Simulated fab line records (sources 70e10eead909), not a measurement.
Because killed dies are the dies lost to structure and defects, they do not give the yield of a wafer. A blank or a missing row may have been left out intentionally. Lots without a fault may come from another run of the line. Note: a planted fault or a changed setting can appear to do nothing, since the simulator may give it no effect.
Chamber matching	flow nand_harc	NHARC_P_M0_DEP_32 on pecvd-03: 3 sister chambers
The step deposits SiCN, target thk 30 nm. 6 wafers are shown with their chamber, then 12 later ones without.

EACH WAFER AND ITS CHAMBER
wafer	chamber	heater_power_outer_w (W)	heater_power_w (W)
L087.1	2	323	562
L085.4	1	341	606
L085.6	0	266	496
L088.1	2	372	651
L088.4	0	270	503
L088.6	1	379	685

WAFERS WHOSE CHAMBER IS MISSING
wafer	heater_power_outer_w (W)	heater_power_w (W)
L093.1	327	577
L093.2	261	498
L093.6	267	507
L092.1	382	649
L092.3	381	667
L092.6	379	659
L095.2	348	604
L095.3	382	667
L095.6	347	602
L094.1	330	600
L094.4	217	430
L094.5	330	611

CHAMBER TAKEN BY EACH
wafer	from the rows above	in truth
L093.1	can't be placed: 2 or 1 or 0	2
L093.2	0	0
L093.6	0	0
L092.1	can't be placed: 1 or 2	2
L092.3	can't be placed: 1 or 2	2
L092.6	can't be placed: 1 or 2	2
L095.2	can't be placed: 2 or 1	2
L095.3	can't be placed: 1 or 2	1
L095.6	can't be placed: 2 or 1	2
L094.1	can't be placed: 2 or 1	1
L094.4	0	0
L094.5	can't be placed: 2 or 1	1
Correct placement for 3 of the 12. Unplaceable from these rows: 9, with the true chamber sitting among the candidates in 9. Wrongly placed: 0.
How it was worked out, from the rows above alone: a wafer's distance from a chamber is the root of the sum, over the readings, of the square of ((its reading less the chamber's mean) divided by the reading's scatter). If the next closest chamber is less than 2 further off than the closest, the wafer can't be placed; otherwise it belongs to the closest. A chamber's mean is the mean of its shown wafers. The scatter: take each reading less its chamber's mean, square it, sum over the shown wafers, divide by the number of wafers less the number of chambers, and take the root.
